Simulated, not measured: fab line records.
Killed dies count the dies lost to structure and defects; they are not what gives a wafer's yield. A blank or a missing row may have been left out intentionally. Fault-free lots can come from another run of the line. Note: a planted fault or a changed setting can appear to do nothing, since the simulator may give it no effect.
Struck lot and sound lot, side by side | flow n5_finfet | 16 out of 1938 route steps
Sound: these wafers, L121.2, L121.3, L121.6. Struck: wafer L129.1. (L129.4, L129.6 of the same lot were not struck and are left out.) The cause comes at the end.
Each step with rows lists, per side, the tool, then ch with its chambers, then its first start. Under that, the readings that differ: sound wafers | struck wafers | difference of the means | sigmas: that difference in standard deviations of wafers without a fault.
alike: readings with means less than 2 such deviations apart, plus words and numbers identical on both sides. not compared: withheld readings, readings lacking a value on some wafer, bounds such as >300 that could conceal the same value, and numbers that have no deviation in the record and whose values overlap.
A row with sigmas, a row that says differs or no value, or rows on one side alone: a step with any of these is where the two part. When numbers do not overlap yet have no deviation, they are printed without sigmas and do not part them. A reading that every wafer of one side lacks parts them only if that side has two wafers or more.

first, 7 steps without rows for these wafers: N5_MOL_CONTACT_COAG_COAT_58 (time 60 s, resist thk 10 nm); N5_MOL_CONTACT_COAG_COAT_02 (resist thk 30 nm); N5_MOL_CONTACT_COAG_EBR_04; N5_MOL_CONTACT_COAG_SOFTBAKE_03 (time 60 s); N5_MOL_CONTACT_COAG_EXPOSE_05 (exposes mask CA, defocus 0 nm); N5_MOL_CONTACT_COAG_PEB_06 (peb time 60 s); N5_MOL_CONTACT_COAG_DEVELOP_07 (develop time 30 s).
N5_MOL_CONTACT_COAG_CD_MEAS_08 targets a cd of 28 nm.
  sound on cd_sem-03 ch 0, day 6 05:21; struck on cd_sem-02 ch 0, day 8 05:10
  alike: cd_nm
N5_MOL_CONTACT_COAG_OVL_MEAS_09:
  sound on overlay-01 ch 0, day 6 05:23; struck on overlay-01 ch 0, day 8 05:13
  alike: CA_OVL
N5_MOL_CONTACT_COAG_INSPECT_10: inspects for defects (brightfield).
  sound on defect_inspect-02, day 6 05:26; struck on defect_inspect-02, day 8 05:16
  alike: raw_defect_count
N5_MOL_CONTACT_COAG_DESCUM_13: chemistry O2, time 7 s.
  sound on rie_diel-03 ch 0,2,3, day 6 05:32; struck on rie_diel-05 ch 3, day 8 05:21
  reading      | sound             | struck | difference | sigmas
  rf_vpp_V (V) | 244.0 244.0 243.1 | 240.5  | -3.2       | -2
  alike: drypump_motor_current_A, oes_product_au, showerhead_plenum_p_Torr, throttle_valve_pct
  not compared: rf_hours_counter_h
N5_MOL_CONTACT_COAG_ETCH_59: etches underlayer in N2/H2, target depth 13 nm, time 10.4 s.
  sound on rie_diel-03 ch 0,2,3, day 6 05:35; struck on rie_diel-05 ch 3, day 8 05:24
  alike: drypump_motor_current_A, etch_rf_on_time_s, oes_product_au, rf_vpp_V, showerhead_plenum_p_Torr, throttle_valve_pct
  not compared: rf_hours_counter_h
N5_MOL_CONTACT_COAG_ETCH_105: etches SiARC in CF4, target depth 15.6 nm, time 26 s.
  sound on rie_diel-03 ch 0,2,3, day 6 05:36; struck on rie_diel-05 ch 3, day 8 05:26
  reading               | sound          | struck | difference | sigmas
  etch_rf_on_time_s (s) | 25.3 25.1 25.9 | 14.7   | -10.7      | -19
  oes_product_au (a.u.) | 0.65 0.72 0.78 | 1.12   | +0.40      | +6
  alike: drypump_motor_current_A, rf_vpp_V, showerhead_plenum_p_Torr, throttle_valve_pct
  not compared: rf_hours_counter_h
N5_MOL_CONTACT_COAG_ETCH_106: etches SOC in N2/H2, target depth 80 nm, overetch 16 nm, time 120 s.
  sound on rie_diel-03 ch 0,2,3, day 6 05:37; struck on rie_diel-05 ch 3, day 8 05:28
  alike: drypump_motor_current_A, oes_product_au, rf_vpp_V, showerhead_plenum_p_Torr, throttle_valve_pct
  not compared: rf_hours_counter_h
-- record jumps: 3 days separate the struck wafers' starts on either side; left off in module MOL_CONTACT_COAG, taken up again in module BEOL_M4, whose first shown step is the route's number 1111 --
N5_BEOL_M4_RC_MEAS_101:
  sound on prober-02 ch 0, day 9 11:54; struck on prober-01 ch 0, day 11 04:42
  alike: DIBL_N, DIBL_P, IOFF_N, IOFF_P, ION_N, ION_P, SS_N, SS_P, VT_N, VT_P
-- a jump in the record: the struck wafers' starts before and after are 4 days apart (it breaks off in module BEOL_M4 and resumes in module PASSIVATION, where the first step shown is number 1936 of the route) --
N5_PASSIVATION_PROBE_49:
  record: rows for the struck wafers here (prober-01, day 15 07:37), none for the sound ones

== WHERE THEY PART ==
Last at N5_PASSIVATION_PROBE_49 as far as this record goes, first at N5_MOL_CONTACT_COAG_DESCUM_13.

WHY: what had been put in by the simulator
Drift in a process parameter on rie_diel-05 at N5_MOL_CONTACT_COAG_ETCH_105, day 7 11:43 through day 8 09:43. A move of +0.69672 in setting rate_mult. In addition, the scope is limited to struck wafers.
